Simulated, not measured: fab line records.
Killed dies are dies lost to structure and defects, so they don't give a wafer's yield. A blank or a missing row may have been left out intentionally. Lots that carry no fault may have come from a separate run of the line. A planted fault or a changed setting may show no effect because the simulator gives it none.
Chamber matching + flow n5_finfet + 4 sister chambers for N5_FIN_SAQP_ETCH_65 on rie_si-03
The step etches SiO2 in CF4, target depth 4 nm, time 4.4 s. 16 wafers are shown with their chamber, then 8 later ones without.

WAFERS WITH THEIR CHAMBER
| wafer  | chamber | throttle_valve_pct (%) | oes_product_au (a.u.) | drypump_motor_current_A (A) |
|--------|---------|------------------------|-----------------------|-----------------------------|
| L074.2 | 0       | 21.91                  | 1.063                 | 6.0                         |
| L074.3 | 2       | 21.20                  | 1.002                 | 5.5                         |
| L074.4 | 1       | 21.94                  | 1.028                 | 5.7                         |
| L075.1 | 0       | 21.90                  | 1.067                 | 6.0                         |
| L075.3 | 2       | 21.21                  | 0.998                 | 5.5                         |
| L075.5 | 0       | 21.89                  | 1.058                 | 6.1                         |
| L082.1 | 1       | 21.97                  | 1.022                 | 5.6                         |
| L082.3 | 0       | 21.89                  | 1.057                 | 6.0                         |
| L082.6 | 1       | 21.97                  | 1.022                 | 5.6                         |
| L089.2 | 1       | 21.98                  | 1.035                 | 5.7                         |
| L089.3 | 0       | 21.90                  | 1.064                 | 6.0                         |
| L089.6 | 2       | 21.20                  | 0.998                 | 5.6                         |
| L092.1 | 0       | 21.89                  | 1.050                 | 6.0                         |
| L092.4 | 3       | 21.78                  | 0.956                 | 6.1                         |
| L092.6 | 0       | 21.90                  | 1.060                 | 6.0                         |
| L093.1 | 1       | 21.95                  | 1.019                 | 5.6                         |

SIGNATURES (means of the wafers above)
| reading                 | chamber 0 | chamber 1 | chamber 2 | chamber 3 | scatter within a chamber |
|-------------------------|-----------|-----------|-----------|-----------|--------------------------|
| throttle_valve_pct      | 21.8971   | 21.9620   | 21.2033   | 21.7800   | 0.0111                   |
| oes_product_au          | 1.05986   | 1.02520   | 0.99933   | 0.95600   | 0.00548                  |
| drypump_motor_current_A | 6.014     | 5.640     | 5.533     | 6.100     | 0.0476                   |
Rule: a wafer's distance from a chamber is the root of the sum, over the readings, of the square of ((its reading less the chamber's mean) divided by the reading's scatter). The wafer belongs to the nearest chamber; if the next one is less than 2 further off, it can't be placed. The scatter: the root of (the sum of the squares of (reading less its chamber's mean) over the shown wafers, divided by (wafers less chambers)).

WAFERS WITHOUT THEIR CHAMBER
| wafer  | throttle_valve_pct (%) | oes_product_au (a.u.) | drypump_motor_current_A (A) |
|--------|------------------------|-----------------------|-----------------------------|
| L093.3 | 21.91                  | 1.061                 | 6.0                         |
| L093.5 | 21.18                  | 1.003                 | 5.5                         |
| L094.1 | 21.78                  | 0.961                 | 6.1                         |
| L094.2 | 21.22                  | 0.997                 | 5.6                         |
| L094.5 | 21.80                  | 0.964                 | 6.1                         |
| L095.2 | 21.79                  | 0.958                 | 6.1                         |
| L095.3 | 21.20                  | 1.000                 | 5.5                         |
| L095.5 | 21.91                  | 1.063                 | 6.0                         |

CHAMBER TAKEN BY EACH
| wafer  | from the rows above | in truth |
|--------|---------------------|----------|
| L093.3 | 0                   | 0        |
| L093.5 | 2                   | 2        |
| L094.1 | 3                   | 3        |
| L094.2 | 2                   | 2        |
| L094.5 | 3                   | 3        |
| L095.2 | 3                   | 3        |
| L095.3 | 2                   | 2        |
| L095.5 | 0                   | 0        |
Placed correctly: 8 of 8. From these rows, 0 cannot be placed. Wrongly placed: 0.
